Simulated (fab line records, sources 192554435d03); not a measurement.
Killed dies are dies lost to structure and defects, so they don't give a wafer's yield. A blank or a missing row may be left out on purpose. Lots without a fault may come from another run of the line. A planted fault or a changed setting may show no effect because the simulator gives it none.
A struck lot beside a sound one | flow n5_finfet | 15 steps out of a route of 1938
Sound: wafers L957.3, L957.5, L957.6. Struck: wafer L961.5. (L961.2, L961.6 of the same lot were not struck and are left out.) The cause comes at the end.
At each step with rows: each side's tool, then ch and its chambers, then its first start. Under that, the readings that differ: sound wafers | struck wafers | difference of the means | sigmas: that difference in standard deviations of wafers without a fault.
alike: readings whose means differ by less than 2 such deviations, and words and numbers that are the same on both sides. not compared: withheld readings, readings that some wafer has no value for, bounds like >300 that may hide the same value, and numbers for which the record gives no deviation and whose values overlap.
The two part at a step that has a row with sigmas, a row that says differs or no value, or rows on one side only. Numbers that don't overlap but have no deviation are shown without sigmas and don't part them. A reading that every wafer of one side lacks parts them only if that side has two wafers or more.

first, 2 steps without rows for these wafers: N5_BEOL_M13_ETCH_68 (etches SOC in N2/H2, time 355 s); N5_BEOL_M13_STRIP_69 (strips in N2/H2).
N5_BEOL_M13_TRENCH_ETCH_34: etches SiOC in C4F8/O2/Ar, target depth 413.47 nm, time 162.6 s.
  sound on rie_diel-05 ch 1,2, day 11 22:44; struck on rie_diel-05 ch 3, day 14 02:01
  reading                         | sound             | struck | difference | sigmas
  rf_vpp_V (V)                    | 662.3 662.6 663.2 | 669.1  | +6.4       | +2
  showerhead_plenum_p_Torr (Torr) | 3.25 3.24 3.33    | 3.46   | +0.19      | +2
  alike: chamber_pressure_mTorr, drypump_motor_current_A, oes_product_au, throttle_valve_pct
  not compared: rf_hours_counter_h
then, 1 step without rows for these wafers: N5_BEOL_M13_STRIP_70 (strips in C4F8/O2/Ar).
N5_BEOL_M13_OCD_MEAS_35:
  sound on ocd-01, day 11 22:55; struck on ocd-02, day 14 02:12
  alike: trench_depth_nm
then, 1 step without rows for these wafers: N5_BEOL_M13_STRIP_37 (strips in N2/H2).
N5_BEOL_M13_ETCH_38: etches SiCN in CF4/N2, target depth 67.5 nm, time 71.9 s.
  sound on rie_diel-01 ch 0,1,3, day 12 00:07; struck on rie_diel-02 ch 2, day 14 02:19
  reading                         | sound             | struck | difference | sigmas
  rf_vpp_V (V)                    | 381.5 382.6 380.7 | 387.0  | +5.4       | +3
  showerhead_plenum_p_Torr (Torr) | 2.19 2.24 2.11    | 2.35   | +0.17      | +2
  alike: chamber_pressure_mTorr, drypump_motor_current_A, oes_product_au, throttle_valve_pct
  not compared: rf_hours_counter_h
then, 2 steps without rows for these wafers: N5_BEOL_M13_PRECLEAN_39 (cleans in residue remover, time 60 s); N5_BEOL_M13_SRD_40 (time 30 s, dry time 30 s).
N5_BEOL_M13_DEGAS_41: time 60 s.
  sound on pvd_sputter-01, day 12 00:40; struck on pvd_sputter-03, day 14 02:37
  alike: heater_power_w
then, 1 step without rows for these wafers: N5_BEOL_M13_PRE_CLEAN_42 (time 30 s).
N5_BEOL_M13_SPUTTER_43: material TaN, target thk 15 nm, time 24.19 s.
  sound on pvd_sputter-01, day 12 00:44; struck on pvd_sputter-03, day 14 02:42
  alike: chamber_pressure_pa, throttle_valve_pct
N5_BEOL_M13_SPUTTER_44: material Ta, target thk 10 nm, time 16.13 s.
  sound on pvd_sputter-01, day 12 00:49; struck on pvd_sputter-03, day 14 02:47
  reading                                     | sound          | struck | difference | sigmas
  model.Ta_of_BEOL_M13_SPUTTER_44.thk_nm (nm) | 10.4 10.4 10.2 | 8.2    | -2.1       |
  alike: chamber_pressure_pa, throttle_valve_pct
N5_BEOL_M13_SPUTTER_45: material Cu, target thk 80 nm, time 13.33 s.
  sound on pvd_sputter-01, day 12 00:54; struck on pvd_sputter-03, day 14 02:52
  alike: chamber_pressure_pa, throttle_valve_pct
N5_PASSIVATION_PROBE_49:
  sound on prober-01, day 13 03:10; struck on prober-01, day 15 06:52
  alike: defect_limited_yield, killed_at_M0_to_M3, killed_at_M4_up, killed_at_contacts, killed_at_front_end, killed_at_other, killed_dies, killed_open, killed_short, sort_bin_4_leakage, sort_bin_5_function, sort_bin_6_memory, sort_n_pass, sort_yield_pct

WHERE THEY PART
First at N5_BEOL_M13_TRENCH_ETCH_34; last, within this record, at N5_BEOL_M13_ETCH_38. Later steps at which nothing parts them and some readings are alike: N5_BEOL_M13_DEGAS_41, N5_BEOL_M13_SPUTTER_43, N5_BEOL_M13_SPUTTER_44, N5_BEOL_M13_SPUTTER_45, N5_PASSIVATION_PROBE_49.

WHY: what the simulator had put in
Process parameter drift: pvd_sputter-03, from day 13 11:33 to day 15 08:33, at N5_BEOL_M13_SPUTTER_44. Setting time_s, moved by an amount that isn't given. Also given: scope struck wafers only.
